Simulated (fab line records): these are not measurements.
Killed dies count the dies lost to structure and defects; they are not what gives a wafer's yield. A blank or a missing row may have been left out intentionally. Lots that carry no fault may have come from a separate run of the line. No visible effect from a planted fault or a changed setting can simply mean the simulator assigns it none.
A struck lot beside a sound one / flow n5-finfet / 14 out of 1938 route steps
Sound: the wafers L784.2, L784.4, L784.6. Struck: wafer L789.3 (left out: L789.2, L789.6 of the same lot, which were not struck); the cause appears at the end.
Per side, at each step with rows, come the tool, then ch with its chambers, and then its first start. Under that, the readings that differ: sound wafers / struck wafers / difference of the means / sigmas: that difference in standard deviations of wafers without a fault.
alike: same words and numbers on both sides, and readings whose means sit less than 2 such deviations apart. not compared: any withheld reading, any reading some wafer has no value for, any bound like >300 that may hide the same value, and any number with overlapping values for which the record gives no deviation.
Wherever a step has rows on one side only, a row that says differs or no value, or a row with sigmas, the two part there. Non-overlapping numbers with no deviation appear without sigmas and do not part them. A reading missing from all wafers of one side parts the sides only when that side holds two or more wafers.

N5_HKMG_FIN_CMP_94: polishes, stops on SiNx, t overpolish 4.7 s, target thk 43.299 nm.
  sound on cmp-03 ch 2,3, day 6 01:35; struck on cmp-04 ch 1, day 7 06:44
  alike: motor-current-A, slurry-flow-ml-min
N5_HKMG_FIN_INSPECT_28: inspects for defects (darkfield).
  struck on defect-inspect-01, day 7 06:58; sound on defect-inspect-01, day 6 01:49
  alike: raw-defect-count
N5_GATE_CUT_ETCHBACK_00: etches W in SF6/Cl2.
  sound on rie-metal-02 ch 1, day 6 01:53; struck on rie-metal-02 ch 1, day 7 07:01
  alike: drypump-motor-current-A, he-backside-leak-sccm, oes-product-au, throttle-valve-pct
  not compared: rf-hours-counter-h
then, 3 steps without rows for these wafers: N5_GATE_CUT_ETCH_56 (etches TiN in Cl2/Ar, target depth 21.6 nm); N5_GATE_CUT_ETCHBACK_30 (etches TiN in Cl2/Ar, target depth 3 nm); N5_GATE_CUT_VAPOR_ETCH_60 (etches HfO2 in BCl3/Cl2).
N5_GATE_CUT_ETCH_58: etches SiNx in CH3F/O2, target depth 17 nm, time 128.6 s.
  sound on rie-diel-01 ch 0,1,2, day 6 02:25; struck on rie-diel-02 ch 1, day 7 07:37
  alike: drypump-motor-current-A, oes-product-au, rf-vpp-V, showerhead-plenum-p-Torr, throttle-valve-pct
  not compared: rf-hours-counter-h
N5_GATE_CUT_STRIP_59: strips in N2/H2, time 20 s.
  sound on rie-diel-01 ch 0,1,2, day 6 02:31; struck on rie-diel-02 ch 1, day 7 07:43
reading=rf-vpp-V (V); sound=45.2 44.8 45.6; struck=43.4; difference=-1.8; sigmas=-2
  alike: drypump-motor-current-A, h2-flow-sccm, oes-product-au, showerhead-plenum-p-Torr, throttle-valve-pct
  not compared: rf-hours-counter-h
then, 2 steps without rows for these wafers: N5_GATE_CUT_PRECLEAN_31 (cleans in DIW, time 300 s); N5_GATE_CUT_SRD_32 (time 30 s).
N5_GATE_CUT_SAC_CAP_01: material SiNx, target thk 24 nm, pulse time 1 s, ald cycles 480.
  sound on ald-sin-01 ch 0,1,3, day 6 03:38; struck on ald-sin-01 ch 3, day 7 07:55
  alike: heater-power-w, precursor-pulse-height-rel
N5_GATE_CUT_PECVD_57: deposits SiNx from SiH4/NH3/N2, target thk 21 nm.
  sound on pecvd-01 ch 0,1,2, day 6 05:49; struck on pecvd-01 ch 0, day 7 10:07
reading=model.SiNx_of_GATE_CUT_PECVD_57.thk-nm (nm); sound=21.2 21.4 21.6; struck=38.6; difference=+17.2; sigmas=
  alike: heater-power-w, showerhead-plenum-p-Torr, throttle-valve-pct
N5_GATE_CUT_CMP_02: polishes, stops on SiO2, t overpolish 12.7 s, target thk 0 nm.
  sound on cmp-01 ch 1,2,3, day 6 05:54; struck on cmp-01 ch 3, day 7 10:11
reading=time-to-endpoint-s (s); sound=25.5 26.1 26.2; struck=45.7; difference=+19.8; sigmas=+8
  alike: motor-current-A, slurry-flow-ml-min
N5_PASSIVATION_PROBE_49:
  rows exist in the record for the sound wafers here (prober-01, day 14 01:29), none for the struck ones

== WHERE THEY PART ==
Earliest at N5_GATE_CUT_STRIP_59; latest, in this record, at N5_PASSIVATION_PROBE_49.

WHY: the cause the simulator had injected
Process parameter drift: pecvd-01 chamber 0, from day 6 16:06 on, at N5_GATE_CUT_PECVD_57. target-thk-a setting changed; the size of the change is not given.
